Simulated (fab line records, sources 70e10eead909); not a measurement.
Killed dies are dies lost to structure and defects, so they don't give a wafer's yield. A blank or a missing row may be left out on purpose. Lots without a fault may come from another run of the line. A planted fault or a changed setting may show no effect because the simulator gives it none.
fab line records | flow nand_harc
record lots=11 wafers=33 last_day=33
route steps=1302 shown A_SLIT@936 A_WL_FILL@957 END@1302
lots that met no fault: from a run of the same line without faults
start_h: hours from the record's first day to the start of the lot's first wafer shown | wait_h: hours since the lot's step before | " the same as in the row above | L1.1+2: a row that stands for several wafers | - no value, or no start given | * or withheld: withheld | < > ~ a bound
route shown NAME@n: a module of which the file shows steps, and the number in the route of the first | usual: mean/standard deviation of fault-free wafers | same: alike in all rows | chamber/n: place in a boat | sites: the reading at each site | _std_site: their standard deviation | _edge_site: outer sites' mean less inner sites' | radius_mm: how far each site lies from the wafer's centre | mask NAME#n: copy n | behind: the tool/chamber that last shaped the wafer | hold: why the lot was held/for how many hours/how that ended | device: the transistor (n, p or np) that didn't switch | end of line: the same wafers' tests at the end of the route | a step without rows: its recipe alone | killed: dies lost to structure and defects at the first sort, not the wafer's yield | map: a wafer's dies, x killed, . not, _ none there
set.NAME: the setting as run; set.NAME@STEP: as run at that earlier step | model.NAME: the simulator's own value behind a step, which no gauge read
steps of the route over a sample of lots; a table a step, a row a wafer
services: from which hour (start_h, from the record's first day; less than 0 if before it) a tool's chamber was out of use, for how many hours, and why
## steps
# step NHARC_A_SLIT_DESCUM_14
# recipe time_s=3 o2_flow_sccm=200 ar_flow_sccm=0 bias_power_w=0 chemistry=O2
# usual drypump_motor_current_A=6.0/0.44 o2_flow_sccm=199.9/0.59 oes_product_au=1.001/0.015 rf_vpp_V=57.8/0.86 showerhead_plenum_p_Torr=1.92/0.056 throttle_valve_pct=11.312/0.0089
# columns lot.wafer tool chamber start_h wait_h drypump_motor_current_A o2_flow_sccm oes_product_au rf_hours_counter_h rf_vpp_V showerhead_plenum_p_Torr throttle_valve_pct
L537.2 rie_diel-09 2 452.49 0.1 5.8 200.0 1.031 9 58.4 1.90 11.324
L537.4 " 0 " " 5.5 200.0 1.013 8 57.7 1.84 11.329
L537.6 " 2 " " 5.8 200.0 1.028 - 56.9 1.90 11.305
L538.4 rie_diel-06 2 460.83 0.1 5.8 200.0 1.010 7 56.4 1.84 11.305
L538.5 " 0 " " 5.5 199.9 1.011 - 57.2 1.98 11.304
L538.6 " 1 " " 6.7 200.1 0.997 - 58.3 1.95 11.308
L539.1 rie_diel-10 2 483.71 0.1 6.7 200.5 1.005 2 59.3 1.87 11.316
L539.6 " 2 " " 6.8 200.4 1.011 - 56.7 1.87 11.325
L539.5 " 3 " " 6.1 199.1 1.002 - 56.9 1.92 11.307
L540.1 rie_diel-09 2 483.87 0.1 5.8 199.2 1.029 12 57.4 1.90 11.310
L540.3 " 3 " " 5.5 199.7 1.013 12 60.3 1.98 11.319
L540.5 " 2 " " 5.8 200.1 1.024 - 57.4 1.90 11.316
L545.2 rie_diel-10 3 536.90 0.1 6.1 199.6 0.996 5 57.1 1.92 11.317
L545.3 " 1 " " 5.9 199.4 1.003 7 57.8 1.87 11.307
L545.6 " 3 " " 6.1 200.3 0.992 - 56.2 1.92 11.315
L554.2 rie_diel-09 3 629.13 0.1 5.5 200.2 0.966 6 58.2 1.97 11.290
L554.1 " 0 " " 5.5 200.2 1.005 5 57.4 1.84 11.322
L554.4 " 0 " " 5.5 200.7 1.009 - 56.2 1.84 11.322
L552.2 rie_diel-06 1 629.89 0.1 6.7 199.9 0.998 8 56.9 1.95 11.312
L552.3 " 2 " " 5.8 200.0 0.996 6 56.7 1.84 11.310
L552.6 " 0 " " 5.5 201.0 0.974 - 58.7 1.97 11.321
L555.2 rie_diel-09 1 637.16 0.1 5.4 200.8 0.992 5 58.0 1.94 11.302
L555.4 " 3 " " 5.5 200.5 0.980 7 55.9 1.97 11.328
L555.6 " 2 " " 5.8 200.4 0.993 - 58.2 1.89 11.323
L556.3 rie_diel-06 2 651.90 0.1 5.8 200.6 0.984 8 57.8 1.84 11.313
L556.2 " 3 " " 6.0 199.2 1.005 7 58.8 1.99 11.322
L556.5 " 3 " " 6.0 198.0 1.009 - 58.4 1.99 11.326
L558.3 rie_diel-10 3 670.12 0.1 6.1 200.3 0.994 3 57.2 1.91 11.309
L558.2 " 1 " " 5.9 199.2 0.998 3 57.9 1.86 11.325
L558.5 " 0 " " 6.4 199.8 1.009 - 59.0 2.00 11.310
L559.3 rie_diel-10 1 685.75 0.1 5.9 199.1 0.993 4 58.0 1.86 11.297
L559.2 " 2 " " 6.7 200.8 1.003 4 58.3 1.87 11.315
L559.5 " 0 " " 6.4 200.0 1.014 - 57.6 2.00 11.326
# step NHARC_A_SLIT_ETCH_24
# recipe target_depth_a=1210 time_s=60.5 cf4_flow_sccm=100 chf3_flow_sccm=30 ar_flow_sccm=0 rf_w=500 bias_w=200 chemistry=CF4/CHF3
# usual chf3_flow_sccm=30.01/0.083 drypump_motor_current_A=6.0/0.46 oes_product_au=0.959/0.02 rf_fwd_power_W=495.6/2 rf_vpp_V=370.7/1.6 showerhead_plenum_p_Torr=1.58/0.044 throttle_valve_pct=16.802/0.0093
# columns lot.wafer tool chamber start_h wait_h chf3_flow_sccm drypump_motor_current_A oes_product_au rf_fwd_power_W rf_hours_counter_h rf_vpp_V showerhead_plenum_p_Torr throttle_valve_pct
L537.2 rie_diel-09 3 452.57 0.1 29.92 5.5 0.931 491.8 8 372.1 1.62 16.791
L537.4 " 0 " " 29.91 5.5 0.947 496.9 8 369.6 1.52 16.807
L537.6 " 3 " " 29.97 5.5 0.926 492.2 - 372.6 1.62 16.807
L538.4 rie_diel-06 2 460.91 0.1 29.96 5.8 0.973 495.3 7 370.2 1.52 16.801
L538.5 " 0 " " 30.00 5.5 0.967 499.2 - 372.0 1.62 16.805
L538.6 " 1 " " 30.03 6.7 0.964 499.2 - 371.2 1.60 16.802
L539.1 rie_diel-10 3 483.81 0.1 29.90 6.1 0.931 497.4 2 369.7 1.58 16.794
L539.6 " 0 " " 30.13 6.4 0.936 490.4 - 373.0 1.64 16.814
L539.5 " 1 " " 30.16 5.9 0.954 494.6 - 368.2 1.54 16.796
L540.1 rie_diel-09 3 483.95 0.1 30.09 5.5 0.936 492.6 12 371.7 1.62 16.806
L540.3 " 0 " " 30.02 5.5 0.924 496.8 11 369.5 1.52 16.793
L540.5 " 0 " " 29.99 5.5 0.929 497.1 - 369.0 1.52 16.801
L545.2 rie_diel-10 3 536.99 0.1 30.02 6.1 0.956 496.9 5 370.4 1.58 16.807
L545.3 " 1 " " 30.04 5.9 0.984 496.4 7 369.2 1.54 16.793
L545.6 " 2 " " 29.99 6.7 0.955 494.4 - 367.6 1.54 16.809
L554.2 rie_diel-09 2 629.22 0.1 30.08 5.8 0.920 496.4 7 369.5 1.56 16.795
L554.1 " 3 " " 29.94 5.5 0.896 492.0 6 372.5 1.62 16.796
L554.4 " 0 " " 29.98 5.5 0.926 494.3 - 367.9 1.52 16.801
L552.2 rie_diel-06 1 629.96 0.1 30.05 6.7 0.955 494.8 8 371.8 1.60 16.801
L552.3 " 2 " " 29.99 5.8 0.971 494.1 6 370.0 1.51 16.794
L552.6 " 2 " " 30.00 5.8 0.970 495.7 - 369.3 1.51 16.801
L555.4 rie_diel-09 1 637.25 0.1 29.91 5.4 0.953 498.1 5 371.2 1.59 16.805
L555.2 " 2 " " 30.07 5.8 0.951 495.1 8 371.3 1.56 16.819
L555.6 " 0 " " 30.13 5.5 0.983 497.1 - 368.5 1.52 16.797
L556.3 rie_diel-06 1 651.98 0.1 30.06 6.7 0.971 493.4 9 373.8 1.60 16.796
L556.2 " 3 " " 30.07 6.0 0.975 497.6 7 371.8 1.63 16.789
L556.5 " 1 " " 30.04 6.7 0.985 493.4 - 369.1 1.60 16.801
L558.2 rie_diel-10 1 670.20 0.1 30.05 5.9 0.972 493.1 3 369.9 1.54 16.818
L558.3 " 2 " " 30.03 6.7 0.989 498.5 3 370.0 1.54 16.798
L558.5 " 2 " " 30.08 6.7 0.988 496.3 - 370.0 1.54 16.798
L559.3 rie_diel-10 1 685.83 0.1 29.94 5.9 0.944 497.3 4 369.0 1.54 16.795
L559.2 " 2 " " 30.00 6.7 0.979 495.7 4 369.2 1.54 16.803
L559.5 " 1 " " 30.02 5.9 0.941 497.0 - 370.4 1.54 16.820
# step NHARC_A_SLIT_ETCH_17
# recipe bias_v=900 source_w=withheld pressure_mtorr=20 ar_flow_sccm=375 c4f8_flow_sccm=83.3 o2_flow_sccm=41.7 time_s=4254.5 target_depth_a=2.03e+05 chemistry=C4F8/O2/Ar
# usual drypump_motor_current_A=5.5/0.33 o2_flow_sccm=41.69/0.14 showerhead_plenum_p_Torr=3.69/0.11 throttle_valve_pct=32.047/0.0097
# columns lot.wafer tool chamber start_h wait_h drypump_motor_current_A o2_flow_sccm rf_hours_counter_h showerhead_plenum_p_Torr throttle_valve_pct
L537.2 har_etch-02 1 454.34 - 4.9 41.88 27 3.92 32.057
L537.4 " 1 455.55 - 5.0 41.73 - 3.93 32.040
L537.6 " 0 " " 5.8 41.73 - 3.69 32.054
L538.4 har_etch-01 0 465.47 - 5.5 41.77 - 3.65 32.055
L538.5 " 0 466.68 - 5.5 41.66 - 3.65 32.053
L538.6 " 1 " " 5.7 41.64 - 3.65 32.031
L540.1 har_etch-02 0 485.11 - 5.8 41.50 50 3.68 32.060
L540.3 " 0 486.32 - 5.8 41.60 - 3.68 32.039
L540.5 " 0 487.53 - 5.8 41.52 - 3.68 32.044
L539.1 har_etch-01 0 485.56 - 5.5 41.70 275 3.64 32.045
L539.6 " 1 487.35 - 5.7 41.53 - 3.64 32.042
L539.5 " 0 " " 5.5 41.95 - 3.64 32.058
L545.2 har_etch-01 1 538.14 - 5.8 41.75 306 3.62 32.048
L545.3 " 1 539.35 - 5.7 41.83 - 3.62 32.029
L545.6 " 1 540.55 - 5.8 41.96 - 3.62 32.057
L554.2 har_etch-01 0 630.64 - 5.5 41.80 355 3.60 32.046
L554.1 " 1 " " 5.8 41.65 355 3.60 32.047
L554.4 " 1 632.48 - 5.7 41.70 - 3.60 32.044
L552.2 har_etch-02 1 631.74 - 4.9 41.92 131 3.87 32.057
L552.3 " 1 632.94 - 4.9 41.88 - 3.87 32.055
L552.6 " 1 634.15 - 4.9 41.83 - 3.87 32.037
L555.2 har_etch-01 0 638.66 - 5.5 41.79 363 3.59 32.041
L555.4 " 0 639.87 - 5.5 41.85 - 3.59 32.048
L555.6 " 0 641.08 - 5.4 41.94 - 3.59 32.032
L556.2 har_etch-01 0 653.16 - 5.5 41.59 370 3.59 32.045
L556.3 " 1 654.97 - 5.7 41.62 - 3.59 32.046
L556.5 " 0 " " 5.5 41.78 - 3.59 32.066
L558.2 har_etch-01 1 671.97 - 5.7 41.68 382 3.58 32.032
L558.3 " 0 " " 5.5 41.81 - 3.58 32.034
L558.5 " 1 674.35 - 5.7 41.79 - 3.58 32.050
L559.2 har_etch-02 0 687.61 - 5.8 41.89 161 3.62 32.043
L559.3 " 1 " " 4.9 41.84 - 3.85 32.061
L559.5 " 0 690.03 - 5.8 42.00 - 3.62 32.032
# step NHARC_A_WL_FILL_ETCHBACK_04
# recipe target_depth_a=600 time_s=120 chemistry=NF3
# usual drypump_motor_current_A=5.70/0.21 oes_product_au=1.006/0.0093
# columns lot.wafer tool chamber start_h wait_h drypump_motor_current_A oes_product_au rf_hours_counter_h
L537.2 rie_metal-02 1 466.80 0.3 5.57 1.007 0.0
L537.4 " 0 " " 5.56 1.006 -
L537.6 " 0 " " 5.59 1.007 -
L538.4 rie_metal-01 1 477.55 0.3 5.88 1.006 -
L538.5 " 0 " " 5.38 1.004 -
L538.6 " 1 " " 5.90 1.024 -
L539.1 rie_metal-02 1 498.04 0.3 5.57 1.022 0.5
L539.5 " 1 " " 5.57 1.011 -
L539.6 " 0 " " 5.53 1.004 -
L540.1 rie_metal-03 0 498.35 0.3 5.88 1.007 2.5
L540.3 " 0 " " 5.89 1.014 -
L540.5 " 1 " " 5.90 1.003 -
L545.2 rie_metal-02 1 551.06 0.3 5.54 1.014 1.3
L545.3 " 1 " " 5.56 1.007 -
L545.6 " 0 " " 5.55 1.007 -
L554.1 rie_metal-02 1 643.79 0.3 5.57 1.021 0.0
L554.2 " 0 " " 5.57 1.022 0.0
L554.4 " 1 " " 5.58 1.020 -
L552.2 rie_metal-03 1 644.10 0.3 5.92 0.902 2.4
L552.3 " 0 " " 5.86 0.893 -
L552.6 " 0 " " 5.90 0.908 -
L555.2 rie_metal-02 0 652.11 0.3 5.55 1.009 0.2
L555.4 " 0 " " 5.54 1.010 -
L555.6 " 1 " " 5.55 1.022 -
L556.2 rie_metal-02 0 666.16 0.4 5.57 1.009 0.7
L556.3 " 0 " " 5.57 1.014 -
L556.5 " 0 " " 5.56 1.000 -
L558.2 rie_metal-01 1 684.44 0.3 5.88 1.013 1.3
L558.3 " 1 " " 5.88 1.017 -
L558.5 " 0 " " 5.39 1.000 -
L559.2 rie_metal-01 1 699.85 0.3 5.88 1.030 1.6
L559.3 " 1 " " 5.88 1.017 -
L559.5 " 0 " " 5.38 1.011 -
# step NHARC_END_SORT_01
# recipe temp_c=25
# usual killed_at_array=59/20 killed_at_other=0.8/1.1 killed_at_periphery=5/3.1 killed_dies=64/21 killed_open=3.4/1.9 killed_short=2.3/1.7
# same gross_dies=677
# columns lot.wafer tool chamber start_h wait_h killed_at_array killed_at_other killed_at_periphery killed_dies killed_open killed_short
L537.2 prober-02 0 561.56 2.8 22 1 0 23 2 2
L537.4 prober-02 0 563.16 3.4 17 0 2 19 2 3
L537.6 prober-02 0 564.76 4.0 20 0 3 23 2 3
L538.4 prober-02 0 576.62 3.4 91 1 4 96 2 1
L538.5 prober-02 0 577.42 3.7 76 1 4 81 6 2
L538.6 prober-02 0 578.22 4.0 68 0 4 72 2 1
L540.1 prober-01 0 587.49 2.5 21 1 6 28 9 0
L540.3 prober-01 0 589.09 3.1 22 0 2 24 2 2
L540.5 prober-01 0 590.69 3.7 20 0 2 22 3 2
L539.1 prober-02 0 587.54 2.5 63 0 2 65 1 2
L539.5 prober-02 0 590.76 3.7 71 1 4 76 1 3
L539.6 prober-02 0 591.57 4.0 60 2 4 66 4 1
L545.2 prober-02 0 646.36 2.8 53 0 3 56 2 2
L545.3 prober-02 0 647.16 3.1 62 0 3 65 2 1
L545.6 prober-02 0 649.56 4.0 54 0 4 58 3 2
L552.2 prober-02 0 738.86 2.8 40 0 9 49 4 1
L552.3 prober-02 0 739.65 3.1 53 0 12 65 4 1
L552.6 prober-02 0 742.02 4.0 54 0 10 64 1 2
L554.1 prober-02 0 745.83 2.5 69 1 10 80 2 4
L554.2 prober-02 0 746.62 2.8 73 5 8 86 5 1
L554.4 prober-02 0 748.21 3.4 74 1 16 91 5 2
L555.2 prober-01 0 750.44 2.8 69 1 5 75 0 1
L555.4 prober-01 0 752.03 3.4 79 0 7 86 4 3
L555.6 prober-01 0 753.63 4.0 85 2 6 93 3 1
L556.2 prober-01 0 762.26 2.8 48 4 4 56 5 4
L556.3 prober-01 0 763.06 3.1 64 1 5 70 6 3
L556.5 prober-01 0 764.67 3.7 48 4 2 54 2 3
L558.2 prober-01 0 781.16 2.9 50 1 2 53 1 1
L558.3 prober-01 0 781.96 3.2 44 0 7 51 6 3
L558.5 prober-01 0 783.57 3.7 61 0 6 67 2 1
L559.2 prober-02 0 798.83 2.8 45 3 12 60 4 7
L559.3 prober-02 0 799.63 3.1 50 1 7 58 3 2
L559.5 prober-02 0 801.23 3.7 53 1 5 59 3 0
# killed by level:class
L537.2 A_CHANNEL_HOLE_D2:chamber_film_flake=8 A_CONTACT:chamber_film_flake=4 A_STAIRCASE:chamber_film_flake=3 A_ONON_D2:geometric_particle:open=2 A_WL_FILL:chamber_film_flake=2 A_CHANNEL_FILL_D2:geometric_particle:short=1 STARTING-WAFER:geometric_particle:short=1 A_ZERO_WELL:chamber_film_flake=1
L537.4 A_CONTACT:chamber_film_flake=4 A_CHANNEL_FILL_D2:geometric_particle:short=3 A_CHANNEL_HOLE_D1:chamber_film_flake=2 A_CHANNEL_HOLE_D2:chamber_film_flake=2 A_STAIRCASE:chamber_film_flake=2 A_WL_FILL:chamber_film_flake=2 P_M0:geometric_particle:open=1 A_CHANNEL_FILL_D2:geometric_particle:open=1
L537.6 A_ZERO_WELL:chamber_film_flake=5 A_CHANNEL_HOLE_D2:chamber_film_flake=3 A_STAIRCASE:chamber_film_flake=3 A_CONTACT:chamber_film_flake=3 A_CHANNEL_HOLE_D1:chamber_film_flake=2 P_GATE:geometric_particle:open=1 P_M0:geometric_particle:open=1 A_CHANNEL_FILL_D1:geometric_particle:short=1
L538.4 A_CHANNEL_HOLE_D1:chamber_film_flake=35 A_CHANNEL_HOLE_D2:chamber_film_flake=28 A_SLIT:chamber_film_flake=19 A_SGD_CUT:chamber_film_flake=3 A_WL_FILL:chamber_film_flake=2 A_DECK1_JOINT:geometric_particle:open=1 P_M0:chamber_film_flake=1 A_SGD_CUT:geometric_particle:short=1
L538.5 A_CHANNEL_HOLE_D1:chamber_film_flake=27 A_CHANNEL_HOLE_D2:chamber_film_flake=18 A_SLIT:chamber_film_flake=15 A_CONTACT:chamber_film_flake=4 P_CONTACT:geometric_particle:open=2 P_STI:chamber_film_flake=2 A_SGD_CUT:chamber_film_flake=2 A_CHANNEL_HOLE_D1:geometric_particle:open=1
L538.6 A_CHANNEL_HOLE_D1:chamber_film_flake=27 A_SLIT:chamber_film_flake=21 A_CHANNEL_HOLE_D2:chamber_film_flake=13 A_CONTACT:chamber_film_flake=3 P_GATE:chamber_film_flake=2 P_GATE:geometric_particle:open=1 A_CHANNEL_HOLE_D1:geometric_particle:short=1 A_BLC:geometric_particle:open=1
L540.1 A_CHANNEL_HOLE_D2:chamber_film_flake=7 A_CONTACT:chamber_film_flake=4 P_CONTACT:geometric_particle:open=3 A_CHANNEL_HOLE_D1:chamber_film_flake=3 A_ONON_D2:geometric_particle:open=2 P_GATE:chamber_film_flake=2 P_GATE:geometric_particle:open=1 A_SOURCE_PLATE:geometric_particle:open=1
L539.1 A_CHANNEL_HOLE_D2:chamber_film_flake=34 A_SLIT:chamber_film_flake=18 A_CONTACT:chamber_film_flake=5 A_STAIRCASE:chamber_film_flake=3 P_M0:geometric_particle:short=1 A_CHANNEL_FILL_D2:geometric_particle:short=1 A_WL_FILL:geometric_particle:open=1 P_GATE:chamber_film_flake=1
L540.3 A_CHANNEL_HOLE_D2:chamber_film_flake=12 A_CHANNEL_HOLE_D1:chamber_film_flake=3 A_SOURCE_PLATE:geometric_particle:short=1 A_ONON_D2:geometric_particle:short=1 A_CHANNEL_FILL_D2:geometric_particle:open=1 A_M0:geometric_particle:open=1 P_ZERO_WELL:chamber_film_flake=1 P_GATE:chamber_film_flake=1
L540.5 A_CHANNEL_HOLE_D2:chamber_film_flake=12 A_M0:geometric_particle:open=2 P_GATE:chamber_film_flake=2 A_CHANNEL_HOLE_D1:chamber_film_flake=2 A_SOURCE_PLATE:geometric_particle:open=1 A_SOURCE_PLATE:geometric_particle:short=1 A_CHANNEL_FILL_D1:geometric_particle:short=1 A_SLIT:chamber_film_flake=1
L539.5 A_CHANNEL_HOLE_D2:chamber_film_flake=28 A_SLIT:chamber_film_flake=27 A_CONTACT:chamber_film_flake=6 A_STAIRCASE:chamber_film_flake=4 P_GATE:chamber_film_flake=3 A_CHANNEL_HOLE_D1:chamber_film_flake=3 P_STI:geometric_particle:short=1 A_CHANNEL_HOLE_D2:geometric_particle:open=1
L539.6 A_CHANNEL_HOLE_D2:chamber_film_flake=27 A_SLIT:chamber_film_flake=24 P_GATE:chamber_film_flake=2 A_CHANNEL_HOLE_D1:chamber_film_flake=2 A_CONTACT:chamber_film_flake=2 THIN_TSV:chamber_film_flake=2 P_M0:geometric_particle:open=1 A_DECK1_JOINT:geometric_particle:open=1
L545.2 A_SLIT:chamber_film_flake=25 A_CHANNEL_HOLE_D2:chamber_film_flake=9 A_CONTACT:chamber_film_flake=6 A_M1:chamber_film_flake=6 A_CHANNEL_HOLE_D1:chamber_film_flake=4 P_STI:chamber_film_flake=2 P_STI:geometric_particle:short=1 A_DECK1_JOINT:geometric_particle:short=1
L545.3 A_SLIT:chamber_film_flake=33 A_CHANNEL_HOLE_D2:chamber_film_flake=13 A_CHANNEL_HOLE_D1:chamber_film_flake=4 P_STI:chamber_film_flake=2 A_ZERO_WELL:chamber_film_flake=2 A_STAIRCASE:chamber_film_flake=2 A_CONTACT:chamber_film_flake=2 A_M1:chamber_film_flake=2
L545.6 A_SLIT:chamber_film_flake=22 A_CHANNEL_HOLE_D2:chamber_film_flake=13 P_ZERO_WELL:chamber_film_flake=3 A_ZERO_WELL:chamber_film_flake=3 A_CHANNEL_HOLE_D1:chamber_film_flake=3 A_STAIRCASE:chamber_film_flake=3 A_CONTACT:chamber_film_flake=2 A_M1:chamber_film_flake=2
L552.2 A_CHANNEL_HOLE_D2:chamber_film_flake=22 A_CONTACT:chamber_film_flake=6 A_CHANNEL_HOLE_D1:chamber_film_flake=4 A_SLIT:chamber_film_flake=4 P_CONTACT:geometric_particle:open=2 P_STI:chamber_film_flake=2 P_GATE:chamber_film_flake=2 P_BONDPAD:chamber_film_flake=2
L552.3 A_CHANNEL_HOLE_D2:chamber_film_flake=20 A_CHANNEL_HOLE_D1:chamber_film_flake=13 A_CONTACT:chamber_film_flake=13 P_CONTACT:geometric_particle:open=4 P_GATE:chamber_film_flake=3 A_SLIT:chamber_film_flake=3 P_STI:chamber_film_flake=2 P_BONDPAD:chamber_film_flake=2
L552.6 A_CHANNEL_HOLE_D2:chamber_film_flake=23 A_CONTACT:chamber_film_flake=10 A_SLIT:chamber_film_flake=9 A_CHANNEL_HOLE_D1:chamber_film_flake=7 P_BONDPAD:chamber_film_flake=4 P_GATE:geometric_particle:short=2 P_ZERO_WELL:chamber_film_flake=2 A_CHANNEL_FILL_D1:chamber_film_flake=2
L554.1 A_SLIT:chamber_film_flake=33 A_CHANNEL_HOLE_D2:chamber_film_flake=17 A_CHANNEL_HOLE_D1:chamber_film_flake=6 P_M0:chamber_film_flake=4 A_CONTACT:chamber_film_flake=3 P_CONTACT:chamber_film_flake=2 A_STAIRCASE:chamber_film_flake=2 A_SGD_CUT:chamber_film_flake=2
L554.2 A_CHANNEL_HOLE_D2:chamber_film_flake=28 A_SLIT:chamber_film_flake=20 A_CHANNEL_HOLE_D1:chamber_film_flake=7 THIN_TSV:chamber_film_flake=5 P_M0:chamber_film_flake=4 A_ZERO_WELL:chamber_film_flake=4 A_WL_FILL:chamber_film_flake=3 P_ZERO_WELL:chamber_film_flake=2
L554.4 A_CHANNEL_HOLE_D2:chamber_film_flake=23 A_SLIT:chamber_film_flake=20 A_STAIRCASE:chamber_film_flake=8 A_CHANNEL_HOLE_D1:chamber_film_flake=7 P_CONTACT:chamber_film_flake=5 P_M0:chamber_film_flake=5 A_CONTACT:chamber_film_flake=4 A_WL_FILL:chamber_film_flake=3
L555.2 A_CHANNEL_HOLE_D1:chamber_film_flake=32 A_SLIT:chamber_film_flake=24 A_CONTACT:chamber_film_flake=6 A_WL_FILL:chamber_film_flake=3 P_CONTACT:chamber_film_flake=2 A_CHANNEL_FILL_D1:chamber_film_flake=2 A_CHANNEL_FILL_D2:geometric_particle:short=1 P_STI:chamber_film_flake=1
L555.4 A_CHANNEL_HOLE_D1:chamber_film_flake=32 A_SLIT:chamber_film_flake=22 A_CHANNEL_FILL_D1:chamber_film_flake=5 A_WL_FILL:chamber_film_flake=5 A_CONTACT:chamber_film_flake=5 P_M2:chamber_film_flake=4 A_BLC:geometric_particle:open=2 P_CONTACT:chamber_film_flake=2
L555.6 A_CHANNEL_HOLE_D1:chamber_film_flake=38 A_SLIT:chamber_film_flake=31 A_CONTACT:chamber_film_flake=4 A_WL_FILL:chamber_film_flake=3 P_M0:geometric_particle:open=2 A_CHANNEL_HOLE_D2:chamber_film_flake=2 A_STAIRCASE:chamber_film_flake=2 A_SGD_CUT:chamber_film_flake=2
L556.2 A_SLIT:chamber_film_flake=17 A_CHANNEL_HOLE_D1:chamber_film_flake=10 A_CONTACT:chamber_film_flake=7 THIN_TSV:chamber_film_flake=4 A_ONON_D1:geometric_particle:open=2 A_DECK1_JOINT:geometric_particle:short=2 P_GATE:chamber_film_flake=2 A_STAIRCASE:chamber_film_flake=2
L556.3 A_SLIT:chamber_film_flake=32 A_CHANNEL_HOLE_D1:chamber_film_flake=13 A_CONTACT:chamber_film_flake=10 P_M0:geometric_particle:short=2 A_ONON_D1:geometric_particle:open=2 A_DECK1_JOINT:chamber_film_flake=2 P_GATE:geometric_particle:open=1 P_M2:geometric_particle:open=1
L556.5 A_SLIT:chamber_film_flake=18 A_CHANNEL_HOLE_D1:chamber_film_flake=16 A_CONTACT:chamber_film_flake=5 THIN_TSV:chamber_film_flake=4 A_ONON_D2:geometric_particle:short=2 A_CHANNEL_HOLE_D2:chamber_film_flake=2 A_STAIRCASE:chamber_film_flake=2 A_DECK1_JOINT:geometric_particle:open=1
L558.2 A_SLIT:chamber_film_flake=25 A_CHANNEL_HOLE_D1:chamber_film_flake=10 A_STAIRCASE:chamber_film_flake=8 A_CONTACT:chamber_film_flake=2 A_DECK1_JOINT:geometric_particle:short=1 A_M0:geometric_particle:open=1 P_STI:chamber_film_flake=1 P_GATE:chamber_film_flake=1
L558.3 A_SLIT:chamber_film_flake=18 A_CHANNEL_HOLE_D1:chamber_film_flake=8 A_STAIRCASE:chamber_film_flake=6 P_STI:chamber_film_flake=5 A_CONTACT:chamber_film_flake=4 P_CONTACT:geometric_particle:open=2 A_WL_FILL:geometric_particle:short=2 A_M0:geometric_particle:open=2
L558.5 A_SLIT:chamber_film_flake=28 A_CHANNEL_HOLE_D1:chamber_film_flake=16 A_STAIRCASE:chamber_film_flake=8 P_STI:chamber_film_flake=4 A_BLC:chamber_film_flake=3 P_GATE:chamber_film_flake=2 A_CONTACT:chamber_film_flake=2 A_ONON_D1:geometric_particle:open=1
L559.2 A_CHANNEL_HOLE_D2:chamber_film_flake=21 A_SLIT:chamber_film_flake=12 P_GATE:chamber_film_flake=7 A_CONTACT:chamber_film_flake=3 THIN_TSV:chamber_film_flake=3 P_M0:geometric_particle:short=2 A_WL_FILL:geometric_particle:short=2 P_STI:geometric_particle:open=1
L559.3 A_CHANNEL_HOLE_D2:chamber_film_flake=22 A_SLIT:chamber_film_flake=11 A_CONTACT:chamber_film_flake=9 P_GATE:chamber_film_flake=4 A_STAIRCASE:chamber_film_flake=3 P_M0:chamber_film_flake=2 P_CONTACT:geometric_particle:short=1 A_CHANNEL_FILL_D1:geometric_particle:short=1
L559.5 A_CHANNEL_HOLE_D2:chamber_film_flake=28 A_CONTACT:chamber_film_flake=10 A_SLIT:chamber_film_flake=9 P_GATE:chamber_film_flake=3 A_WL_FILL:chamber_film_flake=2 P_CONTACT:geometric_particle:open=1 A_DECK1_JOINT:geometric_particle:open=1 A_CONTACT:geometric_particle:open=1
## services
# columns tool chamber start_h hours kind
rie_diel-10 0 428.50 - clean
rie_diel-10 1 428.50 - clean
rie_diel-10 1 428.50 - consumable_replace:focus_ring
rie_diel-10 2 428.50 - clean
rie_diel-10 2 447.48 16.9 repair
rie_metal-02 - 454.24 9.0 pm
rie_diel-06 - 484.20 9.0 pm
rie_diel-10 3 488.99 10.4 repair
rie_diel-09 - 497.36 9.0 pm
rie_metal-03 - 519.00 9.0 pm
rie_diel-09 - 528.83 1.9 repair
rie_metal-01 - 547.31 0.5 repair
rie_metal-01 - 575.00 9.0 pm
rie_diel-10 - 596.50 9.0 pm
rie_diel-09 1 617.28 15.0 repair
rie_metal-02 - 631.24 9.0 pm
rie_metal-01 1 632.83 2.0 repair
rie_diel-10 3 656.52 2.0 repair
rie_diel-06 2 660.39 10.5 repair
rie_diel-06 - 661.20 9.0 pm
rie_diel-09 1 673.16 6.1 repair
rie_diel-09 - 674.36 9.0 pm
rie_diel-09 2 688.08 4.9 repair
rie_metal-03 - 696.00 9.0 pm
## key
first_sign step=NHARC_A_WL_FILL_ETCHBACK_04 reading=oes_product_au direction=down sigmas=11 usual=1.006 struck=0.901
effect none on later readings
met_at NHARC_A_WL_FILL_ETCHBACK_04
struck_lots L552
struck_wafers L552.2,L552.3,L552.6
tester_left_out L552
not_acting_at NHARC_A_SLIT_DESCUM_14,NHARC_A_SLIT_ETCH_24,NHARC_A_SLIT_ETCH_17
onset_between 498.35 644.10
fault kind=process_parameter_drift tool=rie_metal-03 chamber=- onset_h=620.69 steps=NHARC_A_WL_FILL_ETCHBACK_04 channel=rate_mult offset=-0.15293 shape=step end_h=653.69 scope=struck_wafers_only
# tester_left_out: of these lots the tester's yield and bins aren't shown, on N5 and GAA mostly nor the transistor test; their killed dies are dies lost to structure and defects alone, not to doping, threshold or leakage, so they don't give the yield
